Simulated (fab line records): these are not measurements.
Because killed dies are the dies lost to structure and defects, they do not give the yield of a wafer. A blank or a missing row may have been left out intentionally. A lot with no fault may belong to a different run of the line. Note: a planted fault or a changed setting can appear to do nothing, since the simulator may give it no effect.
Which of the tools did it? | flow n5 finfet | 31 wafers from 11 lots sampled at 5 of the route's 1938 steps

WHAT THE GAUGES READ, wafer by wafer
N5_BEOL_M10_CD_MEAS_28: target cd 70 nm.
lot  | measured     | on        | cd nm (nm)
L840 | day 10 07:37 | cd sem-02 | 69.2 67.8 69.0
L844 | day 11 16:02 | cd sem-01 | 69.9 70.8 69.4
L848 | day 12 17:20 | cd sem-01 | 69.3 69.1 70.2
L847 | day 12 19:12 | cd sem-01 | 68.0 70.6 69.2
L846 | day 13 02:55 | cd sem-02 | 69.6 70.1 69.2
L854 | day 14 21:12 | cd sem-03 | 73.8
L855 | day 15 02:50 | cd sem-01 | 74.1 74.1 73.8
L858 | day 16 09:19 | cd sem-01 | 68.7 69.5 68.7
L860 | day 16 19:17 | cd sem-02 | 68.9 70.5 70.4
L859 | day 17 04:53 | cd sem-02 | 69.8 69.3 68.7
L863 | day 17 04:56 | cd sem-01 | 69.5 69.2 70.8

N5_BEOL_M10_OCD_MEAS_38.
lot  | measured     | on     | trench depth nm (nm)
L840 | day 10 08:13 | ocd-02 | 142 148 146
L844 | day 11 16:47 | ocd-02 | 148 148 149
L848 | day 12 17:55 | ocd-01 | 153 154 151
L847 | day 12 19:47 | ocd-01 | 147 149 148
L846 | day 13 03:59 | ocd-01 | 149 154 150
L854 | day 14 22:02 | ocd-02 | 147
L855 | day 15 03:26 | ocd-01 | 149 145 145
L858 | day 16 09:55 | ocd-01 | 150 154 153
L860 | day 16 19:52 | ocd-02 | 153 152 152
L859 | day 17 05:28 | ocd-01 | 147 153 145
L863 | day 17 05:31 | ocd-02 | 148 150 152

WHAT TOOL EACH LOT RAN ON (gives the tool, then ch and the chambers of the sampled wafers, and finally the start)
lot  | N5_BEOL_M10_PEB_26                | N5_BEOL_M10_DESCUM_33              | N5_BEOL_M10_ETCH_66
L840 | litho track-01 ch 0, day 10 07:34 | rie diel-01 ch 0,1,3, day 10 07:43 | rie diel-01 ch 0,1,3, day 10 07:48
L844 | litho track-05 ch 0, day 11 15:58 | rie diel-04 ch 0,1,3, day 11 16:17 | rie diel-04 ch 0,1,3, day 11 16:22
L848 | litho track-01 ch 0, day 12 17:16 | rie diel-03 ch 0,1,2, day 12 17:26 | rie diel-03 ch 0,1,2, day 12 17:31
L847 | litho track-05 ch 0, day 12 19:08 | rie diel-04 ch 0,1,3, day 12 19:18 | rie diel-04 ch 0,1,3, day 12 19:25
L846 | litho track-03 ch 0, day 13 02:50 | rie diel-03 ch 1,2,3, day 13 03:29 | rie diel-03 ch 1,2,3, day 13 03:34
L854 | litho track-01 ch 0, day 14 21:08 | rie diel-01 ch 2, day 14 21:34     | rie diel-01 ch 2, day 14 21:41
L855 | litho track-01 ch 0, day 15 02:46 | rie diel-01 ch 2,3, day 15 02:55   | rie diel-01 ch 2,3, day 15 03:01
L858 | litho track-05 ch 0, day 16 09:15 | rie diel-03 ch 1,2,3, day 16 09:25 | rie diel-03 ch 1,2,3, day 16 09:30
L860 | litho track-03 ch 0, day 16 19:13 | rie diel-03 ch 0,1,2, day 16 19:22 | rie diel-03 ch 0,1,2, day 16 19:27
L859 | litho track-03 ch 0, day 17 04:49 | rie diel-04 ch 0,2,3, day 17 04:58 | rie diel-04 ch 0,2,3, day 17 05:04
L863 | litho track-05 ch 0, day 17 04:52 | rie diel-01 ch 0,1,3, day 17 05:01 | rie diel-01 ch 0,1,3, day 17 05:06
- N5_BEOL_M10_PEB_26: peb time 60 s.
- N5_BEOL_M10_DESCUM_33: chemistry O2, time 7.9 s.
- N5_BEOL_M10_ETCH_66: etches SOC in N2/H2, target depth 120 nm, overetch 24 nm, time 180 s.

AS READ BY THE TOOLS THEMSELVES (means over the sampled wafers that have a number; for cases with no such wafer, the mark the record gives instead)
N5_BEOL_M10_PEB_26.
lot  | tool           | resist line temp C (C)
L840 | litho track-01 | 22.97
L844 | litho track-05 | 22.92
L848 | litho track-01 | 23.15
L847 | litho track-05 | 23.04
L846 | litho track-03 | 23.12
L854 | litho track-01 | 23.16
L855 | litho track-01 | 23.03
L858 | litho track-05 | 22.96
L860 | litho track-03 | 23.04
L859 | litho track-03 | 22.94
L863 | litho track-05 | 22.97

N5_BEOL_M10_DESCUM_33.
lot  | tool        | drypump motor current A (A) | oes product au (a.u.) | rf vpp V (V) | showerhead plenum p Torr (Torr) | throttle valve pct (%)
L840 | rie diel-01 | 5.4                         | 0.75                  | 243.1        | 2.05                            | 20.31
L844 | rie diel-04 | 5.5                         | 0.70                  | 242.1        | 2.03                            | 20.38
L848 | rie diel-03 | 5.5                         | 0.89                  | 243.9        | 2.17                            | 20.27
L847 | rie diel-04 | 5.5                         | 0.70                  | 242.6        | 2.03                            | 20.40
L846 | rie diel-03 | 5.4                         | 0.86                  | 244.4        | 2.17                            | 20.54
L854 | rie diel-01 | 5.8                         | 0.70                  | 241.0        | 1.97                            | 20.55
L855 | rie diel-01 | 5.6                         | 0.73                  | 241.5        | 1.98                            | 20.44
L858 | rie diel-03 | 5.4                         | 0.83                  | 243.5        | 2.16                            | 20.58
L860 | rie diel-03 | 5.5                         | 0.84                  | 243.4        | 2.16                            | 20.32
L859 | rie diel-04 | 5.4                         | 0.82                  | 242.6        | 2.05                            | 20.14
L863 | rie diel-01 | 5.4                         | 0.86                  | 243.0        | 2.12                            | 20.12

N5_BEOL_M10_ETCH_66.
lot  | tool        | drypump motor current A (A) | oes product au (a.u.) | rf vpp V (V) | showerhead plenum p Torr (Torr) | throttle valve pct (%)
L840 | rie diel-01 | 5.4                         | 0.60                  | 523.2        | 2.50                            | 17.73
L844 | rie diel-04 | 5.6                         | 0.57                  | 522.6        | 2.49                            | 17.91
L848 | rie diel-03 | 5.5                         | 0.71                  | 525.9        | 2.63                            | 17.66
L847 | rie diel-04 | 5.5                         | 0.57                  | 521.8        | 2.48                            | 17.94
L846 | rie diel-03 | 5.4                         | 0.69                  | 526.0        | 2.62                            | 17.83
L854 | rie diel-01 | 5.8                         | 0.57                  | 518.1        | 2.40                            | 17.96
L855 | rie diel-01 | 5.6                         | 0.60                  | 520.9        | 2.42                            | 17.83
L858 | rie diel-03 | 5.4                         | 0.67                  | 525.4        | 2.61                            | 17.88
L860 | rie diel-03 | 5.5                         | 0.67                  | 525.6        | 2.62                            | 17.72
L859 | rie diel-04 | 5.4                         | 0.66                  | 522.8        | 2.49                            | 17.64
L863 | rie diel-01 | 5.4                         | 0.69                  | 525.2        | 2.57                            | 17.51

THE ANSWER, worked out from the rows above alone
Rule: the usual values come from the lots themselves. The widest of any qualifying gaps counts: lots, ordered by their means at a reading, are off when they make up no more than a third of the lots, leave a main group of 4 or more, and stand apart from it by 3 or more times the standard deviation of that group's means. A main group whose means are all the same, to the digits that the tables above print for the reading, isn't used. A lot without any number at a reading at which 4 lots or more have one is off too. Where the step has rows for the other lots, those lots are counted as sound. After the gauges, taken in route order, come the tools' own readings; for these a lot's mean is taken, as printed above. At the first step where some lot is off, the reading lying furthest off is the one used; lots without a number count as furthest.
Off, at N5_BEOL_M10_CD_MEAS_28 on cd nm: L854, L855. For the main group the mean is 69.5 nm and the standard deviation 0.43.
A tool fits if, at a process step before that reading, it ran every lot that is off, and no sound lot after the first of them. The gauges at N5_BEOL_M10_CD_MEAS_28 are tried like those tools. One fits: litho track-01 at N5_BEOL_M10_PEB_26. A fault onset in the window from L848 (day 12 17:16, its last sound lot) to L854 (day 14 21:08, its first lot off) fits.

WHAT THE SIMULATOR PUT IN
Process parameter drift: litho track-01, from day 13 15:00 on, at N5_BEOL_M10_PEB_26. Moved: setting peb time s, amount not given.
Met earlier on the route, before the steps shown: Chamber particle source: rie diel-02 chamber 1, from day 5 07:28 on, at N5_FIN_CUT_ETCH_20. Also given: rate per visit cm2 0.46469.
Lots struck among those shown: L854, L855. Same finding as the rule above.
